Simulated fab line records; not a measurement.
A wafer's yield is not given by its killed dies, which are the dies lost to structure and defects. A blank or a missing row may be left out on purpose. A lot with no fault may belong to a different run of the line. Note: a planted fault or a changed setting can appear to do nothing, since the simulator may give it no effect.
Matching of chambers ; flow nand harc ; NHARC_A_CONTACT_DEP_29 on pecvd-02 has 3 sister chambers
The step deposits SiON, target thk 70 nm. 3 wafers are shown with their chamber, then 9 later ones without.

WAFERS WITH THEIR CHAMBER
wafer;chamber;heater power w (W)
L088.3;2;736
L092.5;0;869
L092.6;1;812

WAFERS WITH NO CHAMBER GIVEN
wafer;heater power w (W)
L097.1;821
L097.5;890
L097.6;825
L095.1;783
L095.3;712
L095.5;791
L096.3;742
L096.5;740
L096.6;803

CHAMBER TAKEN BY EACH
wafer;from the rows above;in truth
L097.1;1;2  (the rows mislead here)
L097.5;0;0
L097.6;can't be placed: 1 or 0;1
L095.1;can't be placed: 1 or 2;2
L095.3;2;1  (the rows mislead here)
L095.5;can't be placed: 1 or 2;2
L096.3;2;2
L096.5;2;2
L096.6;1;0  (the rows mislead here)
3 of 9 placed correctly. Not placeable from these rows: 3 (in 3, the candidates include the true chamber). Wrongly placed: 3.
How it was worked out, from the rows above alone: a wafer's distance from a chamber is the root of the sum, over the readings, of the square of ((its reading less the chamber's mean) divided by the reading's scatter). The wafer belongs to the nearest chamber; if the next one is less than 2 further off, it can't be placed. The mean given for a chamber averages the wafers shown for that chamber. The scatter: with one shown wafer a chamber, the root of the mean of the squares of how far each hidden wafer lies from its nearest shown one.
